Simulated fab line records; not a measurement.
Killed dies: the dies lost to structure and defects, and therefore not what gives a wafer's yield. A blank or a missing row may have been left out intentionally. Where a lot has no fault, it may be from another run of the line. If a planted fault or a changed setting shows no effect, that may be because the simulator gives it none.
Lot-split experiment ; flow n5_finfet ; route with 1938 steps; 7 lots, 21 wafers read

== THE SPLIT ITSELF ==
At N5_BEOL_M9_COAT_22 (resist thk 30 nm), the setting spin_rpm was moved away from the recipe's 1500 rpm on 8 of the 21 wafers read, by -7.3% to +9.0%. All remaining wafers had this setting at the recipe value.

== FROM THE SPLIT TO THE READING: what the file shows between them, 6 steps ==
- N5_BEOL_M9_EBR_24
- N5_BEOL_M9_SOFTBAKE_23: time 60 s
- N5_BEOL_M9_EXPOSE_25: exposes mask V8
- N5_BEOL_M9_PEB_26: peb time 60 s
- N5_BEOL_M9_DEVELOP_27: develop time 30 s
- N5_BEOL_M9_DESCUM_33: chemistry O2, time 7 s

== THE READING ==
CAR-EUV_of_BEOL_M9_COAT_22.thk_nm (the simulator's own value, which no gauge read), in nm, at N5_BEOL_M9_ETCH_76 (etches underlayer in N2/H2, target depth 6.5 nm, time 5.2 s). The file does not state a usual value for it. The 13 wafers here that ran the recipe average 20.4 nm, standard deviation 0.17 nm.

wafer;tool, chamber at the split;spin_rpm as run, rpm;against the recipe;CAR-EUV_of_BEOL_M9_COAT_22.thk_nm, nm;against lot-mates on the recipe
L077.2;litho_track-01, 0;1500;recipe;20.6;-
L077.5;litho_track-01, 0;1566;+4.4%;19.8;-0.8
L077.6;litho_track-01, 0;1566;+4.4%;19.8;-0.8
L080.2;litho_track-01, 0;1500;recipe;20.4;-
L080.3;litho_track-01, 0;1500;recipe;20.6;-
L080.5;litho_track-01, 0;1564;+4.3%;19.8;-0.7
L085.2;litho_track-04, 0;1500;recipe;20.6;-
L085.3;litho_track-04, 0;1500;recipe;20.6;-
L085.5;litho_track-04, 0;1500;recipe;20.6;-
L090.2;litho_track-05, 0;1390;-7.3%;21.4;+1.2
L090.4;litho_track-05, 0;1500;recipe;20.2;-
L090.6;litho_track-05, 0;1390;-7.3%;21.6;+1.4
L093.1;litho_track-05, 0;1500;recipe;20.2;-
L093.5;litho_track-05, 0;1399;-6.7%;21.4;+1.2
L093.6;litho_track-05, 0;1399;-6.7%;21.4;+1.2
L096.3;litho_track-01, 0;1500;recipe;20.4;-
L096.6;litho_track-01, 0;1500;recipe;20.4;-
L096.4;litho_track-01, 0;1500;recipe;20.2;-
L097.3;litho_track-04, 0;1500;recipe;20.2;-
L097.5;litho_track-04, 0;1500;recipe;20.4;-
L097.6;litho_track-04, 0;1635;+9.0%;19;-1.3

THE FIT
A straight line over all 21 wafers: CAR-EUV_of_BEOL_M9_COAT_22.thk_nm changes by -0.149 nm for each +1% of spin_rpm; r = -0.97; the points scatter about the line by 0.14 nm.
The same after taking each lot's own level away (the mean of its wafers on the recipe; 21 wafers): -0.169 nm for each +1%; r = -0.99; scatter 0.089 nm.
On that fit, the largest move of spin_rpm shifts the reading by 1.5 nm.
Across the lots, their own levels run from 20.20 to 20.60 nm, a range of 2.4 times the standard deviation given above.
So the slope is not independent of the lot-to-lot level: the two fits are not the same.
Check: for one of the wafers moved furthest among these (+9.0%), held out of the fit, the line's prediction against its lot-mates is -1.59 nm. It came out at -1.3 nm against them.

== FURTHER SPLITS ON THESE WAFERS ==
These wafers also went through other splits before the reading. Each is held against what the fit with the lots' levels taken away leaves over:
other split on the same wafers;wafers away from the commonest value;r with CAR-EUV_of_BEOL_M9_COAT_22.thk_nm (lot level and that fit taken away)
N5_BEOL_M5_COAT_22 spin_rpm;4;+0.37
N5_BEOL_M6_DESCUM_33 time_s;9;-0.16
N5_BEOL_M9_ILD_DEP_00 time_s;6;-0.25
N5_BEOL_M9_COAT_60 spin_rpm;7;-0.31
N5_BEOL_M9_ETCH_62 source_w;4;-0.13

== THE WHOLE CHAIN: every reading that the file lists as answering this split, in the file's order ==
step;what it does;reading;change (the file's fit);r (the file's)
N5_BEOL_M9_COAT_22;resist thk 30 nm;CAR-EUV_of_BEOL_M9_COAT_22.thk_nm (the simulator's own value, which no gauge read);-0.148 nm for each +1% of the setting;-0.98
N5_BEOL_M9_DEVELOP_27;develop time 30 s;CAR-EUV_of_BEOL_M9_COAT_22.thk_nm (the simulator's own value, which no gauge read);-0.145 nm for each +1% of the setting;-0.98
N5_BEOL_M9_ETCH_76;etches underlayer in N2/H2, target depth 6.5 nm, time 5.2 s;CAR-EUV_of_BEOL_M9_COAT_22.thk_nm (the simulator's own value, which no gauge read);-0.165 nm for each +1% of the setting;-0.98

== FILE'S OWN FIT ==
CAR-EUV_of_BEOL_M9_COAT_22.thk_nm changes by -0.165 nm for each +1% of spin_rpm, r = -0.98.
